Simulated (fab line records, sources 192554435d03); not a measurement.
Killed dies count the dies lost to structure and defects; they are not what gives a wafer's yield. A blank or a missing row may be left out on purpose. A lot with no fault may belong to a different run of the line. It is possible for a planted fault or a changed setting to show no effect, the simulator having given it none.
fab line records	flow n5Finfet
[record] lots = 8	wafers = 24	lastDay = 18
route steps=1938 shown MOL_CONTACT_COAG@559 BEOL_M4@1111
lots that met no fault: from a run of the same line without faults
startH: hours from the record's opening day to when the first of the lot's shown wafers began	waitH: hours since the lot's step before	" as in the row above	L1.1+2: a row that stands for several wafers	- value missing, or start not given	* or withheld: withheld	< > ~ a bound
route shown NAME@n: NAME is a module with steps in the file, n the number in the route of the first one	usual: average and standard deviation across the fault-free wafers	same: alike in all rows	chamber/n: place in a boat	sites: readings site by site	_std_site: the standard deviation of these	_edge_site: mean of outer sites minus mean of inner sites	radiusMm: for every site, how far away it sits from the centre of the wafer	mask NAME#n: copy n	behind: the last tool/chamber to shape the wafer	hold: what put the lot on hold/how long, in hours/how the hold closed	device: names the non-switching transistor (n, p or np)	end of line: the same wafers' tests at the end of the route	a step without rows: its recipe alone	killed: at the first sort, the dies lost to defects and structure; wafer yield is something else	map: a wafer's dies, x killed, . not, _ none there
set.NAME: the setting the step ran with; set.NAME@STEP: the setting that earlier step ran with	model.NAME: the simulator's own value behind a step, which no gauge read
steps of the route over a sample of lots; a table a step, a row a wafer
services: the hour from which a tool's chamber was out of use, counted from the record's first day as startH (under 0 if before that day), plus the number of hours and why
[[steps]]
[step N5_MOL_CONTACT_COAG_ALD_27]
[recipe] material = SiOC	targetThkA = 170	tempC = 400	aldPrecursorFamily = carbosiloxane	aldCoReactant = H2-plasma	pulseTimeS = 1.5	timeS = 2720	purgeTimeS = 2	coReactantPurgeTimeS = 2	aldCycles = 340	pressureTorr = 2
[usual] heaterPowerW = 864/70	precursorPulseHeightRel = 0.999/0.021
[same] aldCycles = 340	pulseTimeS = 1.5
lot.wafer	tool	chamber	startH	waitH	heaterPowerW	precursorPulseHeightRel
L749.1	aldSin-03	1	109.20	0.0	791	0.979
L749.4	"	2	"	"	890	0.992
L749.6	"	3	"	"	930	1.000
L751.2	aldSin-02	0	114.86	0.1	751	0.957
L751.4	"	2	"	"	827	1.037
L751.5	"	0	"	"	765	0.994
L752.1	aldSin-04	3	121.49	0.0	833	1.014
L752.3	"	0	"	"	937	0.983
L752.4	"	1	"	"	758	0.999
L753.1	aldSin-03	1	128.43	0.0	800	0.989
L753.3	"	3	"	"	936	1.009
L753.4	"	2	"	"	875	1.010
L758.3	aldSin-03	3	158.78	0.0	939	0.968
L758.4	"	3	"	"	954	1.035
L758.5	"	2	"	"	867	0.978
L759.2	aldSin-04	3	159.31	0.1	858	0.991
L759.3	"	1	"	"	756	0.999
L759.5	"	3	"	"	852	1.000
L766.2	aldSin-03	2	203.25	0.2	884	1.005
L766.3	"	3	"	"	951	1.020
L766.6	"	3	"	"	943	1.006
L770.1	aldSin-02	3	229.24	0.0	761	1.005
L770.2	"	1	"	"	812	1.015
L770.5	"	2	"	"	813	1.025
[step N5_MOL_CONTACT_COAG_DESCUM_88]
[recipe] chemistry = O2	timeS = 7	sourcePowerW = 50	biasPowerW = 20	pressureMtorr = 20	rfFrequencyHz = 2.712e+07	tempC = 40	resist = CAR-EUV	o2FlowSccm = 225
[usual] biasPowerW = 19.99/0.059	chamberPressureMTorr = 19.998/0.018	drypumpMotorCurrentA = 5.5/0.58	oesProductAu = 0.77/0.081	rfVppV = 242.7/1.3	showerheadPlenumPTorr = 2.06/0.059	throttleValvePct = 20.42/0.26
lot.wafer	tool	chamber	startH	waitH	biasPowerW	chamberPressureMTorr	drypumpMotorCurrentA	oesProductAu	rfHoursCounterH	rfVppV	showerheadPlenumPTorr	throttleValvePct
L749.1	rieDiel-06	0	112.19	0.0	19.89	19.966	5.6	0.79	140	243.9	2.10	20.37
L749.4	"	2	"	"	19.89	19.983	6.6	0.70	221	241.1	1.98	20.34
L749.6	"	1	"	"	20.05	19.979	4.9	0.78	-	241.4	2.03	20.80
L751.2	rieDiel-05	2	117.73	0.0	19.95	20.011	5.5	0.67	228	244.0	2.15	20.24
L751.4	"	1	"	"	20.00	19.984	5.8	0.72	225	244.1	2.07	20.52
L751.5	"	0	"	"	20.01	20.020	6.1	0.92	-	243.4	2.06	20.11
L752.1	rieDiel-05	1	124.73	0.4	19.90	19.984	5.7	0.71	227	243.4	2.07	20.52
L752.3	"	2	"	"	19.95	20.003	5.5	0.67	231	243.3	2.15	20.24
L752.4	"	3	"	"	20.18	19.995	6.1	0.72	188	244.5	2.15	20.64
L753.1	rieDiel-01	2	131.29	0.0	20.11	20.001	6.4	0.87	49	243.7	2.13	19.93
L753.3	"	3	"	"	19.99	19.996	5.3	0.68	230	243.6	2.06	20.45
L753.4	"	1	"	"	19.99	20.008	5.1	0.74	143	244.0	2.08	20.24
L758.3	rieDiel-06	2	162.25	0.6	20.05	19.979	6.6	0.68	241	242.1	1.97	20.38
L758.4	"	0	"	"	19.98	19.997	5.6	0.77	160	242.9	2.09	20.40
L758.5	"	0	"	"	20.05	19.991	5.6	0.77	-	243.2	2.09	20.37
L759.2	rieDiel-01	2	163.29	1.1	19.94	19.994	6.4	0.85	62	243.3	2.13	19.97
L759.3	"	0	"	"	20.10	20.008	4.9	0.82	104	243.0	2.04	20.59
L759.5	"	2	"	"	19.93	19.982	6.4	0.85	-	243.7	2.13	19.94
L766.2	rieDiel-06	0	206.28	0.0	19.97	20.006	5.6	0.75	176	242.9	2.08	20.42
L766.3	"	1	"	"	19.98	20.015	4.9	0.73	164	241.1	2.02	20.84
L766.6	"	0	"	"	20.03	20.014	5.6	0.75	-	244.8	2.08	20.41
L770.1	rieDiel-06	3	232.23	0.0	19.99	20.007	5.4	0.67	241	239.9	1.96	20.56
L770.2	"	2	"	"	20.06	20.006	6.6	0.99	9	244.5	2.23	20.08
L770.5	"	3	"	"	20.05	20.000	5.5	0.67	-	244.1	1.96	20.56
[step N5_MOL_CONTACT_COAG_ETCH_91]
[recipe] chemistry = N2/H2	target = SOC	targetDepthA = 600	overetchA = 210	maskMaterial = SiARC	tempC = 40	timeS = 101.2	ionEnergyEv = 200	pressureMtorr = 30	sourceW = 840	biasW = 150	n2FlowSccm = 200	h2FlowSccm = 200
[usual] chamberPressureMTorr = 30.002/0.029	drypumpMotorCurrentA = 5.7/0.55	oesProductAu = 0.64/0.064	rfVppV = 522.9/2.3	showerheadPlenumPTorr = 2.51/0.068	throttleValvePct = 17.85/0.29
lot.wafer	tool	chamber	startH	waitH	chamberPressureMTorr	drypumpMotorCurrentA	oesProductAu	rfHoursCounterH	rfVppV	showerheadPlenumPTorr	throttleValvePct
L749.1	rieDiel-05	1	112.61	0.0	29.992	5.8	0.60	223	522.8	2.51	17.89
L749.4	"	2	"	"	29.984	5.5	0.58	227	525.5	2.63	17.82
L749.6	"	0	"	"	30.025	6.1	0.76	-	523.2	2.49	17.48
L751.2	rieDiel-06	3	119.49	0.0	29.988	5.5	0.59	195	520.3	2.44	18.27
L751.4	"	2	"	"	30.035	6.6	0.58	223	520.2	2.41	17.86
L751.5	"	0	"	"	29.968	5.6	0.65	-	523.6	2.54	17.71
L752.1	rieDiel-06	0	125.40	0.0	29.986	5.6	0.66	144	523.0	2.54	17.72
L752.3	"	1	"	"	29.999	4.9	0.65	132	520.5	2.45	18.02
L752.4	"	2	"	"	29.986	6.6	0.57	225	520.0	2.41	17.87
L753.1	rieDiel-01	0	132.22	0.0	30.015	4.9	0.69	89	522.0	2.47	17.87
L753.3	"	3	"	"	30.072	5.3	0.58	230	521.7	2.53	18.06
L753.4	"	2	"	"	30.017	6.4	0.72	49	525.2	2.57	17.21
L758.3	rieDiel-06	0	162.86	0.0	30.070	5.6	0.64	160	525.1	2.54	17.74
L758.4	"	3	"	"	30.006	5.4	0.58	214	518.1	2.44	18.31
L758.5	"	3	"	"	29.967	5.4	0.58	-	519.2	2.44	18.31
L759.2	rieDiel-06	2	163.78	0.0	30.003	6.7	0.57	242	519.3	2.41	17.91
L759.3	"	3	"	"	30.021	5.4	0.58	215	520.0	2.44	18.29
L759.5	"	2	"	"	29.952	6.6	0.57	-	520.7	2.41	17.91
L766.2	rieDiel-05	0	206.63	0.0	30.043	6.1	0.72	50	524.2	2.48	17.52
L766.3	"	3	"	"	30.034	6.1	0.59	211	526.3	2.62	18.17
L766.6	"	3	"	"	29.991	6.1	0.58	-	526.2	2.62	18.16
L770.1	rieDiel-05	2	232.58	0.0	29.973	5.5	0.80	5	525.9	2.61	17.53
L770.2	"	3	"	"	29.991	6.1	0.59	221	526.2	2.61	18.19
L770.5	"	0	"	"	29.983	6.1	0.71	-	521.9	2.48	17.54
[step N5_MOL_CONTACT_COAG_CD_MEAS_137]
[recipe] targetCdNm = 16
[usual] cdNm = 15.8/0.37
lot.wafer	tool	chamber	startH	waitH	cdNm
L749.1	cdSem-02	-	113.06	0.0	15.5
L749.4	"	-	"	"	15.8
L749.6	"	-	"	"	15.9
L751.2	cdSem-01	-	119.95	0.0	15.9
L751.4	"	-	"	"	16.5
L751.5	"	-	"	"	16.3
L752.1	cdSem-01	-	125.86	0.0	15.8
L752.3	"	-	"	"	15.6
L752.4	"	-	"	"	15.0
L753.1	cdSem-01	-	132.68	0.0	16.0
L753.3	"	-	"	"	15.7
L753.4	"	-	"	"	16.1
L758.3	cdSem-03	-	163.51	0.0	15.7
L758.4	"	-	"	"	15.5
L758.5	"	-	"	"	15.5
L759.2	cdSem-02	-	164.23	0.0	16.3
L759.3	"	-	"	"	17.2
L759.5	"	-	"	"	16.4
L766.2	cdSem-03	-	207.09	0.0	15.9
L766.3	"	-	"	"	15.8
L766.6	"	-	"	"	15.4
L770.1	cdSem-02	-	233.04	0.0	15.8
L770.2	"	-	"	"	15.8
L770.5	"	-	"	"	15.5
[step N5_MOL_CONTACT_COAG_CD_MEAS_40]
[recipe] targetCdNm = 25.1	landingEnergyEv = 500	detector = seInlens	polarity = opening
[usual] cdNm = 25.12/0.25
lot.wafer	tool	chamber	startH	waitH	cdNm
L749.1	cdSem-02	0	113.42	-	25.31
L749.4	"	0	"	"	25.30
L749.6	"	0	"	"	25.02
L751.2	cdSem-01	0	120.30	-	25.38
L751.4	"	0	"	"	24.92
L751.5	"	0	"	"	25.27
L752.1	cdSem-02	0	126.30	-	25.05
L752.3	"	0	"	"	24.68
L752.4	"	0	"	"	25.14
L753.1	cdSem-02	0	133.00	-	25.15
L753.3	"	0	"	"	25.15
L753.4	"	0	"	"	25.13
L758.3	cdSem-03	0	163.95	-	24.75
L758.4	"	0	"	"	25.04
L758.5	"	0	"	"	24.42
L759.2	cdSem-02	0	164.55	-	25.44
L759.3	"	0	"	"	25.66
L759.5	"	0	"	"	25.01
L766.2	cdSem-02	0	207.53	-	25.27
L766.3	"	0	"	"	24.91
L766.6	"	0	"	"	25.09
L770.1	cdSem-03	0	233.48	-	25.23
L770.2	"	0	"	"	24.98
L770.5	"	0	"	"	25.39
[step N5_BEOL_M4_RC_MEAS_101]
[usual] DIBL_N = 36.0/1.8	DIBL_P = 36.3/2.4	IOFF_N = 0.16/0.035	IOFF_P = 0.21/0.036	ION_N = 673/13	ION_P = 461/7.2	SS_N = 71.4/0.6	SS_P = 73.2/0.7	VT_N = 250/4	VT_P = -250.9/2.9
lot.wafer	tool	chamber	startH	waitH	DIBL_N[mV/V]	DIBL_P[mV/V]	IOFF_N[nA/um]	IOFF_P[nA/um]	ION_N[uA/um]	ION_P[uA/um]	SS_N[mV/dec]	SS_P[mV/dec]	VT_N[mV]	VT_P[mV]
L749.1	prober-02	0	188.25	0.0	36.7	38.2	0.19	0.25	675	465	72.5	73.7	248	-248.4
L749.4	"	0	"	"	34.7	33.9	0.14	0.17	666	457	72.2	72.5	250	-252.9
L749.6	"	0	"	"	39.2	41.4	0.25	0.32	693	473	72.8	74.6	242	-245.7
L751.2	prober-02	0	195.12	0.2	34.3	33.5	0.16	0.21	678	463	70.8	73.2	246	-247.1
L751.4	"	0	"	"	34.0	32.9	0.14	0.19	670	459	71.3	72.7	250	-249.6
L751.5	"	0	"	"	32.7	30.7	0.12	0.16	653	461	71.3	72.2	252	-251.3
L752.1	prober-02	0	202.87	0.0	33.9	34.9	0.13	0.17	674	461	70.4	73.2	254	-250.4
L752.3	"	0	"	"	37.5	37.1	0.19	0.20	668	455	72.0	73.4	248	-251.0
L752.4	"	0	"	"	35.4	36.2	0.15	0.19	678	470	71.5	73.2	249	-250.7
L753.1	prober-02	0	218.00	0.0	32.7	32.6	0.10	0.14	643	446	70.0	71.9	259	-257.7
L753.3	"	0	"	"	34.2	34.1	0.12	0.16	663	453	71.5	72.7	255	-254.1
L753.4	"	0	"	"	35.7	37.3	0.15	0.20	692	471	71.5	73.3	248	-249.6
L759.2	prober-01	0	227.39	0.2	35.3	35.9	0.13	0.21	668	464	70.6	73.9	255	-250.9
L759.3	"	0	"	"	34.6	35.0	0.13	0.19	673	473	70.6	73.0	253	-252.9
L759.5	"	0	"	"	32.8	32.3	0.10	0.15	657	458	70.4	71.3	259	-252.3
L758.3	prober-02	0	244.31	0.3	36.3	37.7	0.18	0.22	682	457	71.2	74.1	248	-251.5
L758.4	"	0	"	"	34.5	34.6	0.15	0.18	671	456	70.8	72.5	248	-252.5
L758.5	"	0	"	"	36.6	37.1	0.19	0.21	683	464	71.7	73.6	244	-253.3
L766.2	prober-01	0	286.77	0.2	37.1	38.5	0.16	0.23	678	465	71.7	73.3	251	-248.7
L766.3	"	0	"	"	35.1	35.2	0.12	0.20	664	463	71.3	72.1	257	-251.2
L766.6	"	0	"	"	37.7	38.7	0.17	0.24	680	470	71.9	73.4	250	-249.4
L770.1	prober-02	0	319.72	0.0	37.5	39.3	0.18	0.24	691	475	71.0	73.8	246	-246.5
L770.2	"	0	"	"	37.7	39.7	0.18	0.25	680	471	72.0	74.1	247	-247.2
L770.5	"	0	"	"	36.6	38.0	0.16	0.23	685	474	71.1	73.4	246	-248.1
[[services]]
tool	chamber	startH	hours	kind
aldSin-03	3	88.61	-	calibration
rieDiel-01	-	90.23	0.2	repair
rieDiel-05	-	147.49	16.3	repair
rieDiel-01	1	164.18	2.6	repair
aldSin-02	-	176.75	14.0	pm
aldSin-02	0	176.75	14.0	ventCycle
rieDiel-01	3	181.79	-	clean
rieDiel-01	3	181.79	-	consumableReplace:focusRing
rieDiel-01	3	181.79	19.2	scheduledDown
rieDiel-01	3	181.79	19.2	ventCycle
rieDiel-06	2	186.97	-	clean
rieDiel-06	2	186.97	-	consumableReplace:focusRing
rieDiel-06	2	186.97	-	consumableReplace:showerhead
rieDiel-06	2	186.97	13.7	scheduledDown
rieDiel-06	2	186.97	13.7	ventCycle
rieDiel-05	2	197.50	-	clean
rieDiel-05	2	197.50	-	consumableReplace:focusRing
rieDiel-05	2	197.50	21.7	scheduledDown
rieDiel-05	2	197.50	21.7	ventCycle
rieDiel-05	1	219.55	-	clean
rieDiel-05	1	219.55	-	consumableReplace:focusRing
rieDiel-05	1	219.55	26.5	scheduledDown
rieDiel-05	1	219.55	26.5	ventCycle
rieDiel-05	-	220.37	0.1	repair
[[key]]
[firstSign] step = N5_MOL_CONTACT_COAG_CD_MEAS_137	reading = cdNm	direction = up	sigmas = 2.9	usual = 15.8	struck = 16.8
effect none on later readings
metAt N5_MOL_CONTACT_COAG_ETCH_91
struckLots L759
struckWafers L759.3,L759.5
notActingAt N5_MOL_CONTACT_COAG_ALD_27,N5_MOL_CONTACT_COAG_DESCUM_88,N5_MOL_CONTACT_COAG_CD_MEAS_40
onsetBetween 162.86 163.78
[fault] kind = processParameterDrift	tool = rieDiel-06	chamber = -	onsetH = 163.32	steps = N5_MOL_CONTACT_COAG_ETCH_91	channel = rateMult	offset = 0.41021	shape = step	endH = 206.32	scope = struckWafersOnly
